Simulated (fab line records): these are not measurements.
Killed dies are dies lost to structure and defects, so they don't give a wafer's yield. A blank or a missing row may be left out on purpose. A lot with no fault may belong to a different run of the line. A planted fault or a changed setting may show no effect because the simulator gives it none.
Struck lot and sound lot, side by side :: flow nand-harc :: 15 steps out of a route of 1302
Sound: the wafers L809.2, L809.4, L809.5. Wafers struck: L820.2, L820.3, L820.4. The cause is named last.
At each step with rows: each side's tool, then ch and its chambers, then its first start. Under that, the readings that differ: sound wafers :: struck wafers :: difference of the means :: sigmas: that difference in standard deviations of wafers without a fault.
alike: same words and numbers on both sides, and readings whose means sit less than 2 such deviations apart. not compared: any withheld reading, any reading some wafer has no value for, any bound like >300 that may hide the same value, and any number with overlapping values for which the record gives no deviation.
The two part at a step that has a row with sigmas, a row that says differs or no value, or rows on one side only. Non-overlapping numbers with no deviation appear without sigmas and do not part them. A reading that every wafer of one side lacks parts them only if that side has two wafers or more.

first, 4 steps without rows for these wafers: NHARC_THIN_TSV_EBR_29; NHARC_THIN_TSV_EXPOSE_30 (exposes mask PAD); NHARC_THIN_TSV_PEB_31 (peb time 85 s); NHARC_THIN_TSV_DEVELOP_32 (time 70 s).
NHARC_THIN_TSV_CD_MEAS_33: the cd target is 5000 nm.
  sound on cd-sem-02 ch 0, day 26 12:02; struck on cd-sem-01 ch 0, day 31 14:21
  alike: cd-nm
then, 1 step without rows for these wafers: NHARC_THIN_TSV_HARDBAKE_34 (time 80 s).
NHARC_THIN_TSV_DESCUM_35: chemistry O2, time 3 s.
  sound on rie-diel-01 ch 0,2, day 26 12:12; struck on rie-diel-04 ch 0,1,3, day 31 14:31
  alike: drypump-motor-current-A, oes-product-au, rf-vpp-V, showerhead-plenum-p-Torr, throttle-valve-pct
  not compared: rf-hours-counter-h
NHARC_THIN_TSV_ETCH_59: etches the open film in Cl2/BCl3, target depth 880 nm, time 138.1 s.
  sound on rie-metal-01 ch 1, day 26 12:22; struck on rie-metal-02 ch 0,1, day 31 14:40
  alike: drypump-motor-current-A, oes-product-au, throttle-valve-pct
  not compared: rf-hours-counter-h
NHARC_THIN_TSV_ETCH_36: etches the open film in Cl2/BCl3, target depth 65 nm, time 18.571 s.
  sound on rie-metal-01 ch 0,1, day 26 12:35; struck on rie-metal-02 ch 0,1, day 31 14:53
  alike: drypump-motor-current-A, oes-product-au
  not compared: rf-hours-counter-h
NHARC_THIN_TSV_STRIP_56: strips in O2.
  sound on plasma-asher-02 ch 0, day 26 12:41; struck on plasma-asher-01 ch 0,1, day 31 15:02
  alike: drypump-motor-current-A, heater-power-w, temp-c
  not compared: rf-hours-counter-h
then, 1 step without rows for these wafers: NHARC_THIN_TSV_STRIP_57 (strips in post etch residue remover, time 1200 s).
NHARC_THIN_TSV_CD_MEAS_37:
  sound: cd-sem-01 at day 26 13:29; struck: cd-sem-01 at day 31 15:47
  alike: cd-nm
NHARC_THIN_TSV_ANNEAL_58: time 1800 s.
  sound on furnace-01 ch 0, day 26 21:04; struck on furnace-01 ch 0, day 31 18:52
reading: spike-tc-bottom-C (C)
sound: 424.2 424.0 425.6
struck: 447.2 449.3 447.7
difference: +23.5
sigmas: +15

reading: spike-tc-centre-C (C)
sound: 399.8 400.7 401.2
struck: 425.3 425.6 424.6
difference: +24.6
sigmas: +16

reading: spike-tc-lower-C (C)
sound: 400.5 401.7 399.2
struck: 424.8 425.1 424.5
difference: +24.3
sigmas: +22

reading: spike-tc-top-C (C)
sound: 432.4 430.2 427.3
struck: 454.5 455.6 454.0
difference: +24.7
sigmas: +18

reading: spike-tc-upper-C (C)
sound: 399.5 398.7 399.7
struck: 425.2 424.4 424.1
difference: +25.3
sigmas: +23

reading: zone-power-centre-pct (%)
sound: 4.56 4.53 4.64
struck: 5.05 4.95 5.01
difference: +0.43
sigmas: +7
  alike: tube-center-temp-C, zone-power-lower-pct
NHARC_THIN_TSV_INSPECT_40:
  sound: defect-inspect-02 at day 26 22:31; struck: defect-inspect-02 at day 31 20:19
  alike: raw-defect-count
NHARC_END_SORT_01:
  sound on prober-02 ch 0, day 27 02:24; struck on prober-01 ch 0, day 32 00:11
  alike: defect-limited-yield, killed-at-array, killed-at-other, killed-at-periphery, killed-dies, killed-open, killed-short

== WHERE THEY PART ==
At NHARC_THIN_TSV_ANNEAL_58 and nowhere else, as far as this record goes. Later steps at which nothing parts them and some readings are alike: NHARC_THIN_TSV_INSPECT_40, NHARC_END_SORT_01.

WHY: what the simulator had put in
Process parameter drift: furnace-01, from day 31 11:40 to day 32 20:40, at NHARC_THIN_TSV_ANNEAL_58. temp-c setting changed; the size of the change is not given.
